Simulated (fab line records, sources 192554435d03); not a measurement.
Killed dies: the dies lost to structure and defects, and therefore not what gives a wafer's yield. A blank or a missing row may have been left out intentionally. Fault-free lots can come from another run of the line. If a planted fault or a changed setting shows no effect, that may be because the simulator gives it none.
Which tool was responsible? / flow n5_finfet / Sampling: 11 lots, 28 wafers, 5 of 1938 route steps

WHAT EACH GAUGE READ, for each wafer
The record lacks any reading of a measuring or inspecting step that a usual standard deviation could be used to judge.

EACH LOT AND THE TOOL THAT RAN IT (in order: tool; ch and the chambers of the sampled wafers; start)
lot=L197; N5_PASSIVATION_SPUTTER_20=pvd_sputter-03, day 14 09:17; N5_PASSIVATION_DESCUM_32=rie_diel-04 ch 1,3, day 14 10:05; N5_PASSIVATION_PASS_ETCH_47=rie_diel-04 ch 3, day 14 12:37; N5_PASSIVATION_STRIP_48=rie_diel-04 ch 3, day 14 13:07; N5_PASSIVATION_PROBE_49=prober-02, day 14 15:47
lot=L200; N5_PASSIVATION_SPUTTER_20=pvd_sputter-01, day 14 12:46; N5_PASSIVATION_DESCUM_32=rie_diel-04 ch 0,3, day 14 13:33; N5_PASSIVATION_PASS_ETCH_47=rie_diel-04 ch 0,3, day 14 15:50; N5_PASSIVATION_STRIP_48=rie_diel-04 ch 0,3, day 14 16:20; N5_PASSIVATION_PROBE_49=prober-02, day 14 18:53
lot=L199; N5_PASSIVATION_SPUTTER_20=pvd_sputter-01, day 14 13:26; N5_PASSIVATION_DESCUM_32=rie_diel-04 ch 0,1,2, day 14 14:40; N5_PASSIVATION_PASS_ETCH_47=rie_diel-03 ch 1,2,3, day 14 16:29; N5_PASSIVATION_STRIP_48=rie_diel-03 ch 1,2,3, day 14 16:59; N5_PASSIVATION_PROBE_49=prober-01, day 14 19:35
lot=L201; N5_PASSIVATION_SPUTTER_20=pvd_sputter-03, day 15 00:52; N5_PASSIVATION_DESCUM_32=rie_diel-04 ch 2,3, day 15 01:38; N5_PASSIVATION_PASS_ETCH_47=rie_diel-04 ch 0,1, day 15 03:47; N5_PASSIVATION_STRIP_48=rie_diel-04 ch 0,1, day 15 06:26; N5_PASSIVATION_PROBE_49=prober-01, day 15 09:04
lot=L202; N5_PASSIVATION_SPUTTER_20=pvd_sputter-02, day 15 09:01; N5_PASSIVATION_DESCUM_32=rie_diel-04 ch 0,3, day 15 09:48; N5_PASSIVATION_PASS_ETCH_47=rie_diel-02 ch 1,2, day 15 12:22; N5_PASSIVATION_STRIP_48=rie_diel-02 ch 1,2, day 15 12:47; N5_PASSIVATION_PROBE_49=prober-02, day 15 15:27
lot=L205; N5_PASSIVATION_SPUTTER_20=pvd_sputter-02, day 15 12:26; N5_PASSIVATION_DESCUM_32=rie_diel-04 ch 1,2, day 15 13:07; N5_PASSIVATION_PASS_ETCH_47=rie_diel-02 ch 0,1, day 15 15:22; N5_PASSIVATION_STRIP_48=rie_diel-02 ch 0,1, day 15 15:53; N5_PASSIVATION_PROBE_49=prober-02, day 15 18:28
lot=L203; N5_PASSIVATION_SPUTTER_20=pvd_sputter-03, day 16 11:10; N5_PASSIVATION_DESCUM_32=rie_diel-02 ch 1,3, day 16 14:08; N5_PASSIVATION_PASS_ETCH_47=rie_diel-03 ch 0,3, day 16 16:53; N5_PASSIVATION_STRIP_48=rie_diel-03 ch 0,3, day 16 17:23; N5_PASSIVATION_PROBE_49=prober-01, day 16 19:58
lot=L208; N5_PASSIVATION_SPUTTER_20=pvd_sputter-02, day 17 04:04; N5_PASSIVATION_DESCUM_32=rie_diel-04 ch 2,3, day 17 04:44; N5_PASSIVATION_PASS_ETCH_47=rie_diel-02 ch 1,2, day 17 07:40; N5_PASSIVATION_STRIP_48=rie_diel-02 ch 1,2, day 17 08:11; N5_PASSIVATION_PROBE_49=prober-02, day 17 10:45
lot=L209; N5_PASSIVATION_SPUTTER_20=pvd_sputter-02, day 17 11:20; N5_PASSIVATION_DESCUM_32=rie_diel-04 ch 1,2, day 17 11:59; N5_PASSIVATION_PASS_ETCH_47=rie_diel-02 ch 1,2, day 17 13:52; N5_PASSIVATION_STRIP_48=rie_diel-02 ch 1,2, day 17 14:23; N5_PASSIVATION_PROBE_49=prober-01, day 17 16:59
lot=L211; N5_PASSIVATION_SPUTTER_20=pvd_sputter-01, day 17 21:35; N5_PASSIVATION_DESCUM_32=rie_diel-02 ch 0,1, day 17 22:15; N5_PASSIVATION_PASS_ETCH_47=rie_diel-04 ch 2,3, day 18 00:44; N5_PASSIVATION_STRIP_48=rie_diel-04 ch 2,3, day 18 01:15; N5_PASSIVATION_PROBE_49=prober-02, day 18 03:53
lot=L213; N5_PASSIVATION_SPUTTER_20=pvd_sputter-03, day 18 05:44; N5_PASSIVATION_DESCUM_32=rie_diel-04 ch 0,2,3, day 18 06:31; N5_PASSIVATION_PASS_ETCH_47=rie_diel-04 ch 1,2, day 18 08:25; N5_PASSIVATION_STRIP_48=rie_diel-04 ch 1,2, day 18 08:56; N5_PASSIVATION_PROBE_49=prober-01, day 18 11:33
- N5_PASSIVATION_SPUTTER_20: material TaN, target thk 50 nm.
- N5_PASSIVATION_DESCUM_32: chemistry O2, time 7.9 s.
- N5_PASSIVATION_PASS_ETCH_47: etches SiNx in CF4/O2, target depth 770 nm, time 385 s.
- N5_PASSIVATION_STRIP_48: strips in O2.
- N5_PASSIVATION_PROBE_49

AS READ BY THE TOOLS THEMSELVES (means over the sampled wafers that have a number; for cases with no such wafer, the mark the record gives instead)
N5_PASSIVATION_SPUTTER_20. Usual: throttle_valve_pct reads 30.0 % (standard deviation 1.2).
lot=L197; tool=pvd_sputter-03; throttle_valve_pct (%)=30.4; flag=
lot=L200; tool=pvd_sputter-01; throttle_valve_pct (%)=29.9; flag=
lot=L199; tool=pvd_sputter-01; throttle_valve_pct (%)=29.4; flag=
lot=L201; tool=pvd_sputter-03; throttle_valve_pct (%)=30.0; flag=
lot=L202; tool=pvd_sputter-02; throttle_valve_pct (%)=28.9; flag=
lot=L205; tool=pvd_sputter-02; throttle_valve_pct (%)=29.3; flag=
lot=L203; tool=pvd_sputter-03; throttle_valve_pct (%)=31.0; flag=
lot=L208; tool=pvd_sputter-02; throttle_valve_pct (%)=29.2; flag=
lot=L209; tool=pvd_sputter-02; throttle_valve_pct (%)=30.5; flag=
lot=L211; tool=pvd_sputter-01; throttle_valve_pct (%)=29.4; flag=
lot=L213; tool=pvd_sputter-03; throttle_valve_pct (%)=31.2; flag=

N5_PASSIVATION_DESCUM_32. Usual: drypump_motor_current_A 5.9 A, standard deviation 0.41; oes_product_au 0.81 a.u., standard deviation 0.071; rf_vpp_V 243.1 V, standard deviation 1.5; showerhead_plenum_p_Torr 2.08 Torr, standard deviation 0.076; throttle_valve_pct 20.31 %, standard deviation 0.2.
lot=L197; tool=rie_diel-04; drypump_motor_current_A (A)=5.7; oes_product_au (a.u.)=0.79; rf_vpp_V (V)=242.1; showerhead_plenum_p_Torr (Torr)=2.06; throttle_valve_pct (%)=20.34; flag=
lot=L200; tool=rie_diel-04; drypump_motor_current_A (A)=5.4; oes_product_au (a.u.)=0.83; rf_vpp_V (V)=244.2; showerhead_plenum_p_Torr (Torr)=2.16; throttle_valve_pct (%)=20.34; flag=
lot=L199; tool=rie_diel-04; drypump_motor_current_A (A)=6.0; oes_product_au (a.u.)=0.85; rf_vpp_V (V)=243.6; showerhead_plenum_p_Torr (Torr)=2.09; throttle_valve_pct (%)=20.12; flag=
lot=L201; tool=rie_diel-04; drypump_motor_current_A (A)=5.6; oes_product_au (a.u.)=0.87; rf_vpp_V (V)=242.6; showerhead_plenum_p_Torr (Torr)=2.08; throttle_valve_pct (%)=20.38; flag=
lot=L202; tool=rie_diel-04; drypump_motor_current_A (A)=5.4; oes_product_au (a.u.)=0.82; rf_vpp_V (V)=243.8; showerhead_plenum_p_Torr (Torr)=2.16; throttle_valve_pct (%)=20.35; flag=
lot=L205; tool=rie_diel-04; drypump_motor_current_A (A)=6.1; oes_product_au (a.u.)=0.87; rf_vpp_V (V)=241.9; showerhead_plenum_p_Torr (Torr)=2.03; throttle_valve_pct (%)=20.17; flag=
lot=L203; tool=rie_diel-02; drypump_motor_current_A (A)=5.7; oes_product_au (a.u.)=0.83; rf_vpp_V (V)=243.5; showerhead_plenum_p_Torr (Torr)=2.08; throttle_valve_pct (%)=20.29; flag=
lot=L208; tool=rie_diel-04; drypump_motor_current_A (A)=5.6; oes_product_au (a.u.)=0.84; rf_vpp_V (V)=242.9; showerhead_plenum_p_Torr (Torr)=2.08; throttle_valve_pct (%)=20.41; flag=
lot=L209; tool=rie_diel-04; drypump_motor_current_A (A)=6.2; oes_product_au (a.u.)=0.79; rf_vpp_V (V)=242.0; showerhead_plenum_p_Torr (Torr)=2.01; throttle_valve_pct (%)=20.15; flag=
lot=L211; tool=rie_diel-02; drypump_motor_current_A (A)=6.1; oes_product_au (a.u.)=0.82; rf_vpp_V (V)=242.6; showerhead_plenum_p_Torr (Torr)=2.02; throttle_valve_pct (%)=20.11; flag=
lot=L213; tool=rie_diel-04; drypump_motor_current_A (A)=5.7; oes_product_au (a.u.)=0.83; rf_vpp_V (V)=243.5; showerhead_plenum_p_Torr (Torr)=2.11; throttle_valve_pct (%)=20.33; flag=

N5_PASSIVATION_PASS_ETCH_47. Usual: drypump_motor_current_A 5.9 A, standard deviation 0.4; oes_product_au 0.80 a.u., standard deviation 0.086; rf_vpp_V 241 V, standard deviation 5.1; run_length_s 408.2 s, standard deviation 0.39; showerhead_plenum_p_Torr 2.19 Torr, standard deviation 0.073; throttle_valve_pct 15.79 %, standard deviation 0.18.
lot=L197; tool=rie_diel-04; drypump_motor_current_A (A)=5.1; oes_product_au (a.u.)=0.82; rf_vpp_V (V)=250; run_length_s (s)=463.1; showerhead_plenum_p_Torr (Torr)=2.23; throttle_valve_pct (%)=16.01; flag=OFF
lot=L200; tool=rie_diel-04; drypump_motor_current_A (A)=5.4; oes_product_au (a.u.)=0.82; rf_vpp_V (V)=244; run_length_s (s)=463.4; showerhead_plenum_p_Torr (Torr)=2.29; throttle_valve_pct (%)=15.79; flag=OFF
lot=L199; tool=rie_diel-03; drypump_motor_current_A (A)=6.1; oes_product_au (a.u.)=0.78; rf_vpp_V (V)=238; run_length_s (s)=408.4; showerhead_plenum_p_Torr (Torr)=2.14; throttle_valve_pct (%)=15.93; flag=
lot=L201; tool=rie_diel-04; drypump_motor_current_A (A)=6.0; oes_product_au (a.u.)=0.80; rf_vpp_V (V)=238; run_length_s (s)=463.6; showerhead_plenum_p_Torr (Torr)=2.23; throttle_valve_pct (%)=15.61; flag=OFF
lot=L202; tool=rie_diel-02; drypump_motor_current_A (A)=6.0; oes_product_au (a.u.)=0.80; rf_vpp_V (V)=240; run_length_s (s)=408.0; showerhead_plenum_p_Torr (Torr)=2.21; throttle_valve_pct (%)=15.69; flag=
lot=L205; tool=rie_diel-02; drypump_motor_current_A (A)=6.1; oes_product_au (a.u.)=0.86; rf_vpp_V (V)=240; run_length_s (s)=407.9; showerhead_plenum_p_Torr (Torr)=2.16; throttle_valve_pct (%)=15.64; flag=
lot=L203; tool=rie_diel-03; drypump_motor_current_A (A)=6.0; oes_product_au (a.u.)=0.78; rf_vpp_V (V)=246; run_length_s (s)=408.2; showerhead_plenum_p_Torr (Torr)=2.17; throttle_valve_pct (%)=15.88; flag=
lot=L208; tool=rie_diel-02; drypump_motor_current_A (A)=6.0; oes_product_au (a.u.)=0.77; rf_vpp_V (V)=240; run_length_s (s)=408.1; showerhead_plenum_p_Torr (Torr)=2.21; throttle_valve_pct (%)=15.72; flag=
lot=L209; tool=rie_diel-02; drypump_motor_current_A (A)=6.0; oes_product_au (a.u.)=0.80; rf_vpp_V (V)=240; run_length_s (s)=407.8; showerhead_plenum_p_Torr (Torr)=2.20; throttle_valve_pct (%)=15.67; flag=
lot=L211; tool=rie_diel-04; drypump_motor_current_A (A)=5.8; oes_product_au (a.u.)=0.84; rf_vpp_V (V)=246; run_length_s (s)=408.1; showerhead_plenum_p_Torr (Torr)=2.17; throttle_valve_pct (%)=15.74; flag=
lot=L213; tool=rie_diel-04; drypump_motor_current_A (A)=6.2; oes_product_au (a.u.)=0.79; rf_vpp_V (V)=238; run_length_s (s)=408.7; showerhead_plenum_p_Torr (Torr)=2.12; throttle_valve_pct (%)=15.61; flag=

N5_PASSIVATION_STRIP_48. Usual: drypump_motor_current_A 5.9 A, standard deviation 0.39; oes_product_au 0.80 a.u., standard deviation 0.089; rf_vpp_V 3.8 V, standard deviation 2.4; showerhead_plenum_p_Torr 2.07 Torr, standard deviation 0.071; throttle_valve_pct 16.58 %, standard deviation 0.2.
lot=L197; tool=rie_diel-04; drypump_motor_current_A (A)=5.1; oes_product_au (a.u.)=0.82; rf_vpp_V (V)=4.3; showerhead_plenum_p_Torr (Torr)=2.11; throttle_valve_pct (%)=16.71; flag=
lot=L200; tool=rie_diel-04; drypump_motor_current_A (A)=5.4; oes_product_au (a.u.)=0.82; rf_vpp_V (V)=4.7; showerhead_plenum_p_Torr (Torr)=2.16; throttle_valve_pct (%)=16.57; flag=
lot=L199; tool=rie_diel-03; drypump_motor_current_A (A)=6.1; oes_product_au (a.u.)=0.76; rf_vpp_V (V)=1.9; showerhead_plenum_p_Torr (Torr)=2.03; throttle_valve_pct (%)=16.72; flag=
lot=L201; tool=rie_diel-04; drypump_motor_current_A (A)=6.0; oes_product_au (a.u.)=0.79; rf_vpp_V (V)=6.0; showerhead_plenum_p_Torr (Torr)=2.11; throttle_valve_pct (%)=16.33; flag=
lot=L202; tool=rie_diel-02; drypump_motor_current_A (A)=6.0; oes_product_au (a.u.)=0.81; rf_vpp_V (V)=4.5; showerhead_plenum_p_Torr (Torr)=2.10; throttle_valve_pct (%)=16.48; flag=
lot=L205; tool=rie_diel-02; drypump_motor_current_A (A)=6.1; oes_product_au (a.u.)=0.84; rf_vpp_V (V)=2.6; showerhead_plenum_p_Torr (Torr)=2.03; throttle_valve_pct (%)=16.33; flag=
lot=L203; tool=rie_diel-03; drypump_motor_current_A (A)=6.0; oes_product_au (a.u.)=0.78; rf_vpp_V (V)=3.1; showerhead_plenum_p_Torr (Torr)=2.06; throttle_valve_pct (%)=16.69; flag=
lot=L208; tool=rie_diel-02; drypump_motor_current_A (A)=6.0; oes_product_au (a.u.)=0.78; rf_vpp_V (V)=4.8; showerhead_plenum_p_Torr (Torr)=2.09; throttle_valve_pct (%)=16.48; flag=
lot=L209; tool=rie_diel-02; drypump_motor_current_A (A)=6.0; oes_product_au (a.u.)=0.80; rf_vpp_V (V)=5.2; showerhead_plenum_p_Torr (Torr)=2.08; throttle_valve_pct (%)=16.42; flag=
lot=L211; tool=rie_diel-04; drypump_motor_current_A (A)=5.8; oes_product_au (a.u.)=0.86; rf_vpp_V (V)=4.7; showerhead_plenum_p_Torr (Torr)=2.06; throttle_valve_pct (%)=16.54; flag=
lot=L213; tool=rie_diel-04; drypump_motor_current_A (A)=6.2; oes_product_au (a.u.)=0.78; rf_vpp_V (V)=6.8; showerhead_plenum_p_Torr (Torr)=2.02; throttle_valve_pct (%)=16.44; flag=

N5_PASSIVATION_PROBE_49. Usual: defect_limited_yield 91.2 %, standard deviation 1.6; killed_at_M0_to_M3 31, standard deviation 10; killed_at_M4_up 14, standard deviation 4.4; killed_at_contacts 13, standard deviation 6; killed_at_front_end 43, standard deviation 13; killed_at_other 3.5, standard deviation 2.6; killed_dies 104, standard deviation 18; killed_open 68, standard deviation 14; killed_short 34, standard deviation 8.1; sort_bin_4_leakage 0.01 %, standard deviation 0.073; sort_bin_5_function 5.1 %, standard deviation 1.1; sort_bin_6_memory 3.3 %, standard deviation 0.68; sort_bin_8_speed 0.00 %, standard deviation 0.0071; sort_n_pass 1076, standard deviation 18; sort_yield_pct 91.2 %, standard deviation 1.6.
lot=L197; tool=prober-02; defect_limited_yield (%)=90.3; killed_at_M0_to_M3=31; killed_at_M4_up=10; killed_at_contacts=14; killed_at_front_end=56; killed_at_other=2.5; killed_dies=114; killed_open=68; killed_short=41; sort_bin_4_leakage (%)=0.00; sort_bin_5_function (%)=5.1; sort_bin_6_memory (%)=4.0; sort_bin_8_speed (%)=0.00; sort_n_pass=1066; sort_yield_pct (%)=90.3; flag=
lot=L200; tool=prober-02; defect_limited_yield (%)=91.3; killed_at_M0_to_M3=38; killed_at_M4_up=14; killed_at_contacts=6; killed_at_front_end=36; killed_at_other=9.0; killed_dies=102; killed_open=62; killed_short=40; sort_bin_4_leakage (%)=0.00; sort_bin_5_function (%)=5.2; sort_bin_6_memory (%)=3.1; sort_bin_8_speed (%)=0.00; sort_n_pass=1078; sort_yield_pct (%)=91.3; flag=
lot=L199; tool=prober-01; defect_limited_yield (%)=91.6; killed_at_M0_to_M3=28; killed_at_M4_up=12; killed_at_contacts=8; killed_at_front_end=46; killed_at_other=5.0; killed_dies=99; killed_open=62; killed_short=35; sort_bin_4_leakage (%)=0.00; sort_bin_5_function (%)=4.4; sort_bin_6_memory (%)=3.3; sort_bin_8_speed (%)=0.00; sort_n_pass=1081; sort_yield_pct (%)=91.6; flag=
lot=L201; tool=prober-01; defect_limited_yield (%)=91.2; killed_at_M0_to_M3=29; killed_at_M4_up=18; killed_at_contacts=14; killed_at_front_end=40; killed_at_other=3.5; killed_dies=104; killed_open=70; killed_short=34; sort_bin_4_leakage (%)=0.00; sort_bin_5_function (%)=4.8; sort_bin_6_memory (%)=3.8; sort_bin_8_speed (%)=0.00; sort_n_pass=1076; sort_yield_pct (%)=91.2; flag=
lot=L202; tool=prober-02; defect_limited_yield (%)=88.9; killed_at_M0_to_M3=51; killed_at_M4_up=20; killed_at_contacts=20; killed_at_front_end=35; killed_at_other=6.0; killed_dies=131; killed_open=80; killed_short=51; sort_bin_4_leakage (%)=0.00; sort_bin_5_function (%)=6.7; sort_bin_6_memory (%)=4.1; sort_bin_8_speed (%)=0.00; sort_n_pass=1049; sort_yield_pct (%)=88.9; flag=
lot=L205; tool=prober-02; defect_limited_yield (%)=91.3; killed_at_M0_to_M3=30; killed_at_M4_up=12; killed_at_contacts=16; killed_at_front_end=38; killed_at_other=6.3; killed_dies=103; killed_open=70; killed_short=32; sort_bin_4_leakage (%)=0.00; sort_bin_5_function (%)=5.3; sort_bin_6_memory (%)=3.2; sort_bin_8_speed (%)=0.03; sort_n_pass=1077; sort_yield_pct (%)=91.3; flag=OFF
lot=L203; tool=prober-01; defect_limited_yield (%)=92.7; killed_at_M0_to_M3=25; killed_at_M4_up=17; killed_at_contacts=9; killed_at_front_end=32; killed_at_other=2.3; killed_dies=86; killed_open=62; killed_short=22; sort_bin_4_leakage (%)=0.00; sort_bin_5_function (%)=4.1; sort_bin_6_memory (%)=3.1; sort_bin_8_speed (%)=0.00; sort_n_pass=1094; sort_yield_pct (%)=92.7; flag=
lot=L208; tool=prober-02; defect_limited_yield (%)=90.6; killed_at_M0_to_M3=36; killed_at_M4_up=13; killed_at_contacts=20; killed_at_front_end=42; killed_at_other=0.5; killed_dies=111; killed_open=68; killed_short=40; sort_bin_4_leakage (%)=0.04; sort_bin_5_function (%)=5.7; sort_bin_6_memory (%)=3.0; sort_bin_8_speed (%)=0.00; sort_n_pass=1068; sort_yield_pct (%)=90.5; flag=
lot=L209; tool=prober-01; defect_limited_yield (%)=91.4; killed_at_M0_to_M3=22; killed_at_M4_up=11; killed_at_contacts=13; killed_at_front_end=54; killed_at_other=1.3; killed_dies=102; killed_open=62; killed_short=35; sort_bin_4_leakage (%)=0.00; sort_bin_5_function (%)=4.9; sort_bin_6_memory (%)=3.1; sort_bin_8_speed (%)=0.00; sort_n_pass=1078; sort_yield_pct (%)=91.4; flag=
lot=L211; tool=prober-02; defect_limited_yield (%)=93.2; killed_at_M0_to_M3=18; killed_at_M4_up=14; killed_at_contacts=9; killed_at_front_end=38; killed_at_other=1.0; killed_dies=80; killed_open=52; killed_short=27; sort_bin_4_leakage (%)=0.00; sort_bin_5_function (%)=3.7; sort_bin_6_memory (%)=2.9; sort_bin_8_speed (%)=0.00; sort_n_pass=1100; sort_yield_pct (%)=93.2; flag=
lot=L213; tool=prober-01; defect_limited_yield (%)=91.0; killed_at_M0_to_M3=26; killed_at_M4_up=20; killed_at_contacts=11; killed_at_front_end=43; killed_at_other=5.3; killed_dies=106; killed_open=72; killed_short=29; sort_bin_4_leakage (%)=0.00; sort_bin_5_function (%)=5.1; sort_bin_6_memory (%)=3.3; sort_bin_8_speed (%)=0.00; sort_n_pass=1074; sort_yield_pct (%)=91.0; flag=

THE ANSWER, worked out from the rows above alone
Rule: take the mean of a lot's wafers that have a number; if it is more than 3 standard deviations from the usual mean, the lot is off. A lot without any number at a reading at which 4 lots or more have one is off too. Where the step has rows for the other lots, those lots are counted as sound. First the gauges in route order, then the tools' own readings, where a lot's mean is used as printed above. At the first step where some lot is off, the reading lying furthest off is the one used; lots without a number count as furthest.
Off at N5_PASSIVATION_PASS_ETCH_47 (run_length_s): L197, L200, L201.
If a tool, at that step or one of the process steps before it, ran each lot that is off and ran no sound lot following the first of them, it fits. Not one of the candidates tried fits.

WHAT THE SIMULATOR HAD PUT IN
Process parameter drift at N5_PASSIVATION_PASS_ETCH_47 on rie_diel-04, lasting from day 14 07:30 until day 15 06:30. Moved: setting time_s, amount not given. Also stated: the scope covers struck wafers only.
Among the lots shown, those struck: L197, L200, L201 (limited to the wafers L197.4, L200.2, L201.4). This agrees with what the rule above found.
